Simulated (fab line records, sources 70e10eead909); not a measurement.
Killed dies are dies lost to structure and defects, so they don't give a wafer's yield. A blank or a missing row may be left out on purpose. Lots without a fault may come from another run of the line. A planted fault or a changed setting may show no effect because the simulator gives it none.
fab line records | flow nand_harc
record lots=13 wafers=39 last_day=24
route steps=1159 shown P_ZERO_WELL@19 P_GATE@131 END@1159
lots that met no fault: from a run of the same line without faults
start_h: hours from the record's first day to the start of the lot's first wafer shown | wait_h: hours since the lot's step before | " the same as in the row above | L1.1+2: a row that stands for several wafers | - no value, or no start given | * or withheld: withheld | < > ~ a bound
route shown NAME@n: a module of which the file shows steps, and the number in the route of the first | usual: mean/standard deviation of fault-free wafers | same: alike in all rows | chamber/n: place in a boat | sites: the reading at each site | _std_site: their standard deviation | _edge_site: outer sites' mean less inner sites' | radius_mm: how far each site lies from the wafer's centre | mask NAME#n: copy n | behind: the tool/chamber that last shaped the wafer | hold: why the lot was held/for how many hours/how that ended | device: the transistor (n, p or np) that didn't switch | end of line: the same wafers' tests at the end of the route | a step without rows: its recipe alone | killed: dies lost to structure and defects at the first sort, not the wafer's yield | map: a wafer's dies, x killed, . not, _ none there
set.NAME: the setting as run; set.NAME@STEP: as run at that earlier step | model.NAME: the simulator's own value behind a step, which no gauge read
steps of the route over a sample of lots; a table a step, a row a wafer
services: from which hour (start_h, from the record's first day; less than 0 if before it) a tool's chamber was out of use, for how many hours, and why
## steps
# step NHARC_P_ZERO_WELL_ETCH_63
# recipe target_depth_a=1200 time_s=40.1 hbr_flow_sccm=150 cl2_flow_sccm=50 rf_w=400 icp_w=400 bias_w=100 chemistry=HBr/Cl2
# usual drypump_motor_current_A=6.0/0.5 oes_product_au=0.999/0.0068 throttle_valve_pct=26.406/0.0094
# columns lot.wafer tool chamber start_h wait_h drypump_motor_current_A oes_product_au rf_hours_counter_h throttle_valve_pct
L577.2 rie_si-02 2 13.56 - 5.9 1.017 1.1 26.415
L577.6 " 3 " " 5.5 1.001 - 26.410
L577.5 " 0 " " 6.4 1.011 - 26.417
L580.4 rie_si-02 2 31.67 - 5.9 1.006 1.2 26.402
L580.3 " 3 " " 5.5 1.004 1.5 26.408
L580.1 " 0 " " 6.4 0.995 1.5 26.412
L581.1 rie_si-03 1 37.54 - 6.5 1.005 0.6 26.409
L581.2 " 2 " " 6.7 0.993 0.6 26.411
L581.3 " 3 " " 6.6 1.005 0.6 26.393
L582.2 rie_si-06 2 43.55 - 5.8 0.995 0.3 26.397
L582.5 " 2 " " 5.8 0.997 - 26.414
L582.6 " 3 " " 5.3 0.993 - 26.408
L583.4 rie_si-03 3 49.69 - 6.6 0.994 0.7 26.417
L583.3 " 0 " " 5.1 0.994 0.6 26.409
L583.5 " 3 " " 6.6 0.993 - 26.420
L585.4 rie_si-02 3 61.69 - 5.5 0.999 0.3 26.388
L585.3 " 1 " " 5.5 0.996 0.2 26.397
L585.2 " 2 " " 5.9 1.012 0.2 26.404
L587.4 rie_si-06 1 73.59 - 6.1 1.002 0.4 26.407
L587.2 " 2 " " 5.8 1.002 0.5 26.403
L587.5 " 1 " " 6.0 1.006 - 26.405
L591.4 rie_si-02 0 98.05 - 6.4 0.992 0.6 26.399
L591.1 " 1 " " 5.6 0.995 0.5 26.410
L591.6 " 1 " " 5.6 1.005 - 26.393
L592.3 rie_si-02 2 103.56 - 5.9 1.000 0.6 26.390
L592.4 " 3 " " 5.5 0.996 0.5 26.401
L592.6 " 3 " " 5.5 1.005 - 26.383
L594.2 rie_si-02 0 115.70 - 6.4 0.999 0.8 26.414
L594.3 " 3 " " 5.4 1.002 0.6 26.414
L594.5 " 0 " " 6.4 0.999 - 26.403
L595.3 rie_si-06 2 121.66 - 5.8 1.009 1.0 26.406
L595.1 " 0 " " 6.5 0.997 0.9 26.425
L595.6 " 2 " " 5.8 1.006 - 26.412
L597.4 rie_si-06 0 133.67 - 6.5 0.995 1.0 26.413
L597.1 " 1 " " 6.0 1.001 1.1 26.415
L597.5 " 3 " " 5.3 0.980 - 26.391
L598.2 rie_si-03 0 139.67 - 5.1 0.999 1.4 26.410
L598.3 " 2 " " 6.7 0.993 1.4 26.425
L598.6 " 3 " " 6.6 1.000 - 26.404
# step NHARC_P_ZERO_WELL_CD_MEAS_37
# recipe target_cd_nm=720 landing_energy_ev=500
# usual cd_nm=719.8/1.4
# columns lot.wafer tool chamber start_h wait_h cd_nm
L577.2 cd_sem-03 0 15.84 - 720.4
L577.5 " 0 " " 721.9
L577.6 " 0 " " 721.5
L580.1 cd_sem-02 0 34.13 - 720.0
L580.3 " 0 " " 719.8
L580.4 " 0 " " 720.5
L581.1 cd_sem-01 0 39.99 - 721.3
L581.2 " 0 " " 722.4
L581.3 " 0 " " 720.6
L582.2 cd_sem-02 0 46.11 - 718.7
L582.5 " 0 " " 719.8
L582.6 " 0 " " 720.5
L583.3 cd_sem-03 0 52.25 - 718.3
L583.4 " 0 " " 718.9
L583.5 " 0 " " 720.1
L585.2 cd_sem-03 0 64.32 - 720.3
L585.3 " 0 " " 720.8
L585.4 " 0 " " 723.0
L587.2 cd_sem-02 0 75.89 - 717.9
L587.4 " 0 " " 719.0
L587.5 " 0 " " 718.8
L591.1 cd_sem-02 0 100.65 - 721.5
L591.4 " 0 " " 722.7
L591.6 " 0 " " 722.6
L592.3 cd_sem-02 0 106.01 - 720.1
L592.4 " 0 " " 720.0
L592.6 " 0 " " 720.4
L594.2 cd_sem-03 0 118.02 - 718.7
L594.3 " 0 " " 721.5
L594.5 " 0 " " 720.8
L595.1 cd_sem-03 0 124.09 - 718.5
L595.3 " 0 " " 717.4
L595.6 " 0 " " 717.5
L597.1 cd_sem-01 0 136.21 - 719.0
L597.4 " 0 " " 718.7
L597.5 " 0 " " 719.6
L598.2 cd_sem-02 0 142.23 - 717.8
L598.3 " 0 " " 719.2
L598.6 " 0 " " 717.8
# step NHARC_P_GATE_HM_DEP_102
# recipe target_thk_a=1200 temp_c=400 material=aC
# usual throttle_valve_pct=35.000/0.0098
# columns lot.wafer tool chamber start_h wait_h throttle_valve_pct
L577.2 acl_dep-03 0 84.39 0.5 35.002
L577.5 " 0 " " 35.008
L577.6 " 0 " " 34.993
L580.1 acl_dep-03 0 99.20 0.4 35.010
L580.3 " 0 " " 34.976
L580.4 " 0 " " 35.008
L581.1 acl_dep-02 0 113.96 0.4 35.011
L581.2 " 0 " " 35.004
L581.3 " 0 " " 35.005
L581.1 acl_dep-02 0 115.17 1.1 35.005
L581.2 " 0 " " 34.992
L581.3 " 0 " " 34.982
L582.2 acl_dep-03 0 114.05 0.5 34.991
L582.5 " 0 " " 35.007
L582.6 " 0 " " 34.992
L583.3 acl_dep-02 0 121.65 0.9 34.996
L583.4 " 0 " " 34.997
L583.5 " 0 " " 34.997
L585.2 acl_dep-01 0 139.43 0.5 35.000
L585.3 " 0 " " 35.007
L585.4 " 0 " " 34.997
L585.2 acl_dep-03 0 141.40 1.9 35.011
L585.3 " 0 " " 34.997
L585.4 " 0 " " 35.005
L587.2 acl_dep-01 0 152.48 0.5 35.000
L587.4 " 0 " " 34.983
L587.5 " 0 " " 35.005
L587.2 acl_dep-03 0 154.93 2.3 34.999
L587.4 " 0 " " 34.980
L587.5 " 0 " " 35.002
L591.1 acl_dep-03 0 177.16 3.9 35.003
L591.4 " 0 " " 34.999
L591.6 " 0 " " 35.016
L592.3 acl_dep-01 0 177.55 4.3 34.987
L592.4 " 0 " " 34.999
L592.6 " 0 " " 35.008
L594.2 acl_dep-02 0 188.11 3.1 35.005
L594.3 " 0 " " 34.993
L594.5 " 0 " " 34.991
L595.1 acl_dep-03 0 197.79 2.4 35.015
L595.3 " 0 " " 34.996
L595.6 " 0 " " 35.018
L597.1 acl_dep-02 0 207.82 0.4 35.001
L597.4 " 0 " " 34.997
L597.5 " 0 " " 35.016
L598.2 acl_dep-01 0 207.93 0.5 35.007
L598.3 " 0 " " 35.008
L598.6 " 0 " " 35.002
# step NHARC_P_GATE_DESCUM_48
# recipe time_s=3 o2_flow_sccm=200 ar_flow_sccm=0 bias_power_w=0 chemistry=O2
# usual drypump_motor_current_A=5.6/0.32 oes_product_au=1.002/0.008 rf_vpp_V=57.8/0.91 showerhead_plenum_p_Torr=1.94/0.074 throttle_valve_pct=11.311/0.0097
# columns lot.wafer tool chamber start_h wait_h drypump_motor_current_A oes_product_au rf_hours_counter_h rf_vpp_V showerhead_plenum_p_Torr throttle_valve_pct
L577.2 rie_diel-12 2 97.56 - 5.9 0.991 11 58.0 1.86 11.327
L577.5 " 1 " " 5.8 1.005 - 58.0 1.91 11.316
L577.6 " 2 " " 5.9 1.002 - 58.1 1.86 11.317
L580.1 rie_diel-02 0 112.55 - 5.6 1.015 45 57.0 2.04 11.309
L580.3 " 1 " " 5.8 0.999 47 57.7 1.91 11.311
L580.4 " 2 " " 6.2 0.990 47 56.4 2.03 11.311
L582.2 rie_diel-02 0 127.36 - 5.6 0.986 47 58.5 2.04 11.325
L582.5 " 1 " " 5.8 0.995 - 57.9 1.91 11.310
L582.6 " 2 " " 6.2 0.995 - 58.9 2.03 11.308
L581.3 rie_diel-04 3 128.89 - 5.7 1.000 1 59.8 1.99 11.315
L581.2 " 0 " " 5.4 1.011 1 57.7 1.87 11.305
L581.1 " 2 " " 5.1 1.010 1 57.2 1.95 11.290
L583.4 rie_diel-12 2 134.80 - 5.9 0.998 19 56.9 1.85 11.305
L583.3 " 3 " " 5.4 1.013 17 57.9 1.85 11.316
L583.5 " 3 " " 5.4 1.008 - 57.9 1.85 11.312
L585.3 rie_diel-12 0 169.33 - 5.5 1.016 21 59.6 2.02 11.304
L585.2 " 2 " " 5.9 1.000 23 58.8 1.85 11.307
L585.4 " 1 " " 5.8 1.011 - 58.0 1.91 11.307
L587.4 rie_diel-12 2 175.61 - 5.9 0.997 27 58.5 1.85 11.315
L587.2 " 3 " " 5.4 1.011 20 58.1 1.85 11.317
L587.5 " 1 " " 5.8 1.012 - 58.2 1.91 11.315
L592.4 rie_diel-02 1 191.01 - 5.8 0.989 15 56.8 1.90 11.310
L592.3 " 2 " " 6.2 1.000 15 58.2 2.02 11.302
L592.6 " 1 " " 5.8 1.000 - 56.5 1.90 11.320
L591.4 rie_diel-02 3 191.17 - 4.9 1.003 14 57.4 1.91 11.315
L591.1 " 1 " " 5.8 0.988 15 57.6 1.90 11.323
L591.6 " 3 " " 4.9 0.994 - 57.7 1.91 11.314
L594.2 rie_diel-02 0 202.72 - 5.6 0.994 20 58.2 2.03 11.311
L594.3 " 1 " " 5.8 0.996 20 57.4 1.90 11.324
L594.5 " 0 " " 5.6 0.990 - 57.0 2.04 11.301
L595.3 rie_diel-02 2 212.09 - 6.2 1.000 23 57.8 2.01 11.330
L595.1 " 3 " " 4.9 1.002 23 58.7 1.90 11.325
L595.6 " 1 " " 5.8 1.002 - 58.3 1.90 11.326
L598.2 rie_diel-04 0 221.55 - 5.4 1.014 36 58.2 1.86 11.309
L598.3 " 2 " " 5.1 1.012 36 58.2 1.93 11.293
L598.6 " 3 " " 5.8 1.005 - 56.2 1.98 11.313
L597.1 rie_diel-12 1 222.10 - 5.8 1.003 2 59.1 1.91 11.339
L597.4 " 3 " " 5.4 1.013 2 56.7 1.85 11.302
L597.5 " 1 " " 5.8 1.009 - 58.2 1.91 11.316
# step NHARC_END_SORT_01
# recipe temp_c=25
# usual killed_at_array=29/11 killed_at_other=0.6/0.89 killed_at_periphery=3.8/2.8 killed_dies=33/12 killed_open=3.5/1.9 killed_short=1.9/1.3
# same gross_dies=677
# columns lot.wafer tool chamber start_h wait_h killed_at_array killed_at_other killed_at_periphery killed_dies killed_open killed_short
L585.2 prober-01 0 525.54 2.8 31 0 4 35 4 4
L585.3 prober-01 0 526.34 3.1 27 1 2 30 5 1
L585.4 prober-01 0 527.14 3.4 35 0 4 39 5 2
L587.2 prober-01 0 547.17 2.8 21 4 4 29 7 3
L587.4 prober-01 0 548.75 3.4 21 2 7 30 3 1
L587.5 prober-01 0 549.54 3.7 19 1 5 25 3 0
# killed by level:class
L585.2 A_CHANNEL_HOLE_D1:chamber_film_flake=15 A_SLIT:chamber_film_flake=9 P_M0:geometric_particle:open=3 A_WL_FILL:geometric_particle:short=2 A_STAIRCASE:chamber_film_flake=2 P_M0:geometric_particle:short=1 A_STAIRCASE:geometric_particle:short=1 A_M0:geometric_particle:open=1
L585.3 A_CHANNEL_HOLE_D1:chamber_film_flake=12 A_SLIT:chamber_film_flake=9 A_STAIRCASE:chamber_film_flake=2 P_CONTACT:geometric_particle:open=1 P_M0:geometric_particle:open=1 A_STAIRCASE:geometric_particle:open=1 A_CONTACT:geometric_particle:open=1 A_BLC:geometric_particle:open=1
L585.4 A_SLIT:chamber_film_flake=13 A_CHANNEL_HOLE_D1:chamber_film_flake=12 A_STAIRCASE:chamber_film_flake=4 P_ZERO_WELL:chamber_film_flake=2 P_GATE:geometric_particle:open=1 P_CONTACT:geometric_particle:open=1 A_ONON_D1:geometric_particle:short=1 A_ONON_D1:geometric_particle:open=1
L587.2 A_SGD_CUT:chamber_film_flake=5 A_CONTACT:chamber_film_flake=4 THIN_TSV:chamber_film_flake=4 A_WL_FILL:geometric_particle:open=2 A_CHANNEL_HOLE_D1:chamber_film_flake=2 A_STAIRCASE:chamber_film_flake=2 P_CONTACT:geometric_particle:open=1 P_CONTACT:geometric_particle:short=1
L587.4 P_M2:chamber_film_flake=5 A_CHANNEL_HOLE_D1:chamber_film_flake=5 A_STAIRCASE:chamber_film_flake=5 A_CONTACT:chamber_film_flake=5 A_SGD_CUT:chamber_film_flake=3 THIN_TSV:chamber_film_flake=2 P_GATE:geometric_particle:open=1 A_WL_FILL:geometric_particle:short=1
L587.5 A_CHANNEL_HOLE_D1:chamber_film_flake=6 A_STAIRCASE:chamber_film_flake=5 A_CONTACT:chamber_film_flake=3 A_CONTACT:geometric_particle:open=2 P_ZERO_WELL:chamber_film_flake=2 P_M2:chamber_film_flake=2 A_SGD_CUT:chamber_film_flake=2 P_STI:geometric_particle:open=1
## services
# columns tool chamber start_h hours kind
rie_si-06 3 0.69 19.0 repair
rie_si-06 - 6.00 9.0 pm
rie_si-03 1 6.20 3.9 repair
acl_dep-01 - 6.64 3.6 repair
rie_diel-12 0 19.22 6.4 repair
rie_diel-12 - 25.40 9.0 pm
acl_dep-01 - 28.11 0.2 repair
rie_si-02 - 34.00 9.0 pm
acl_dep-03 - 42.21 13.0 pm
rie_si-03 0 75.02 9.7 repair
rie_si-02 3 78.57 13.6 repair
acl_dep-02 - 99.29 2.0 repair
acl_dep-01 - 111.99 13.0 pm
rie_si-03 3 126.96 8.0 repair
rie_diel-12 3 146.58 16.9 repair
rie_diel-02 - 151.26 9.0 pm
rie_si-03 - 155.00 9.0 pm
acl_dep-02 - 167.92 13.0 pm
rie_si-06 - 183.00 9.0 pm
rie_si-06 2 198.51 6.2 repair
rie_diel-12 1 198.75 4.1 repair
rie_diel-12 - 202.40 9.0 pm
rie_si-02 - 211.00 9.0 pm
rie_diel-02 1 218.06 10.4 repair
## key
first_sign step=NHARC_P_GATE_HM_DEP_102 reading=visit direction=added
effect none on later readings
met_at NHARC_P_GATE_HM_DEP_102
struck_lots L581,L585,L587
tester_left_out L581,L585,L587
not_acting_at NHARC_P_ZERO_WELL_ETCH_63,NHARC_P_ZERO_WELL_CD_MEAS_37,NHARC_P_GATE_DESCUM_48
fault kind=repeated_step_whole tool=acl_dep-01,acl_dep-02,acl_dep-03 chamber=- onset_h=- steps=NHARC_P_GATE_HM_DEP_102 times=1 scope=struck_lots_only
# tester_left_out: of these lots the tester's yield and bins aren't shown, on N5 and GAA mostly nor the transistor test; their killed dies are dies lost to structure and defects alone, not to doping, threshold or leakage, so they don't give the yield
